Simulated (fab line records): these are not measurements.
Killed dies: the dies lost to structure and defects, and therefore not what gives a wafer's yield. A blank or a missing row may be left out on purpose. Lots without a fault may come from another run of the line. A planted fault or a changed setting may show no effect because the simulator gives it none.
Chamber matching || flow n5 finfet || rie diel-06 running N5_BEOL_M7_STRIP_67: 4 sister chambers
The step strips in CF4. 14 wafers are shown with their chamber, then 7 later ones without.

WAFERS PAIRED WITH THEIR CHAMBERS
{"wafer": "L074.4", "chamber": 1, "showerhead plenum p Torr (Torr)": 1.88, "throttle valve pct (%)": 13.46, "oes product au (a.u.)": 0.87}
{"wafer": "L074.5", "chamber": 0, "showerhead plenum p Torr (Torr)": 1.76, "throttle valve pct (%)": 13.20, "oes product au (a.u.)": 0.94}
{"wafer": "L074.6", "chamber": 1, "showerhead plenum p Torr (Torr)": 1.88, "throttle valve pct (%)": 13.45, "oes product au (a.u.)": 0.88}
{"wafer": "L075.1", "chamber": 3, "showerhead plenum p Torr (Torr)": 1.75, "throttle valve pct (%)": 13.27, "oes product au (a.u.)": 0.85}
{"wafer": "L075.3", "chamber": 2, "showerhead plenum p Torr (Torr)": 1.77, "throttle valve pct (%)": 13.49, "oes product au (a.u.)": 0.70}
{"wafer": "L075.6", "chamber": 0, "showerhead plenum p Torr (Torr)": 1.76, "throttle valve pct (%)": 13.22, "oes product au (a.u.)": 0.94}
{"wafer": "L077.1", "chamber": 0, "showerhead plenum p Torr (Torr)": 1.76, "throttle valve pct (%)": 13.24, "oes product au (a.u.)": 0.93}
{"wafer": "L077.2", "chamber": 1, "showerhead plenum p Torr (Torr)": 1.88, "throttle valve pct (%)": 13.46, "oes product au (a.u.)": 0.86}
{"wafer": "L077.5", "chamber": 1, "showerhead plenum p Torr (Torr)": 1.88, "throttle valve pct (%)": 13.45, "oes product au (a.u.)": 0.88}
{"wafer": "L082.2", "chamber": 3, "showerhead plenum p Torr (Torr)": 1.74, "throttle valve pct (%)": 13.30, "oes product au (a.u.)": 0.82}
{"wafer": "L082.3", "chamber": 0, "showerhead plenum p Torr (Torr)": 1.75, "throttle valve pct (%)": 13.26, "oes product au (a.u.)": 0.90}
{"wafer": "L082.6", "chamber": 1, "showerhead plenum p Torr (Torr)": 1.88, "throttle valve pct (%)": 13.48, "oes product au (a.u.)": 0.85}
{"wafer": "L087.1", "chamber": 3, "showerhead plenum p Torr (Torr)": 1.74, "throttle valve pct (%)": 13.30, "oes product au (a.u.)": 0.81}
{"wafer": "L087.2", "chamber": 0, "showerhead plenum p Torr (Torr)": 1.75, "throttle valve pct (%)": 13.28, "oes product au (a.u.)": 0.88}

SIGNATURES (means of the wafers above)
{"reading": "showerhead plenum p Torr", "chamber 0": 1.7560, "chamber 1": 1.8800, "chamber 2": 1.7700, "chamber 3": 1.7433, "scatter within a chamber": 0.00432}
{"reading": "throttle valve pct", "chamber 0": 13.2400, "chamber 1": 13.4600, "chamber 2": 13.4900, "chamber 3": 13.2900, "scatter within a chamber": 0.0228}
{"reading": "oes product au", "chamber 0": 0.9180, "chamber 1": 0.8680, "chamber 2": 0.7000, "chamber 3": 0.8267, "scatter within a chamber": 0.021}
Rule: a wafer's distance from a chamber is the root of the sum, over the readings, of the square of ((its reading less the chamber's mean) divided by the reading's scatter). The wafer belongs to the nearest chamber; if the next one is less than 2 further off, it can't be placed. The scatter is the square root of a quotient: the sum, over the shown wafers, of each reading's squared deviation from its chamber's mean, divided by wafers minus chambers.

WAFERS MISSING THEIR CHAMBER
{"wafer": "L087.3", "showerhead plenum p Torr (Torr)": 1.76, "throttle valve pct (%)": 13.53, "oes product au (a.u.)": 0.68}
{"wafer": "L097.2", "showerhead plenum p Torr (Torr)": 1.75, "throttle valve pct (%)": 13.32, "oes product au (a.u.)": 0.86}
{"wafer": "L097.3", "showerhead plenum p Torr (Torr)": 1.74, "throttle valve pct (%)": 13.36, "oes product au (a.u.)": 0.79}
{"wafer": "L097.6", "showerhead plenum p Torr (Torr)": 1.75, "throttle valve pct (%)": 13.31, "oes product au (a.u.)": 0.87}
{"wafer": "L096.3", "showerhead plenum p Torr (Torr)": 1.73, "throttle valve pct (%)": 13.36, "oes product au (a.u.)": 0.79}
{"wafer": "L096.4", "showerhead plenum p Torr (Torr)": 1.73, "throttle valve pct (%)": 13.35, "oes product au (a.u.)": 0.80}
{"wafer": "L096.6", "showerhead plenum p Torr (Torr)": 1.75, "throttle valve pct (%)": 13.33, "oes product au (a.u.)": 0.86}

THE CHAMBER EACH PASSED THROUGH
{"wafer": "L087.3", "from the rows above": 2, "in truth": 2}
{"wafer": "L097.2", "from the rows above": 3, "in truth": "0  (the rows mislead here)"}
{"wafer": "L097.3", "from the rows above": 3, "in truth": 3}
{"wafer": "L097.6", "from the rows above": "can't be placed: 3 or 0", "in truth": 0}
{"wafer": "L096.3", "from the rows above": 3, "in truth": 3}
{"wafer": "L096.4", "from the rows above": 3, "in truth": 3}
{"wafer": "L096.6", "from the rows above": 3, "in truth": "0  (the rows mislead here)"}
Placed correctly: 4 of 7. Not placeable from these rows: 1 (in 1, the candidates include the true chamber). Number placed wrongly: 2.
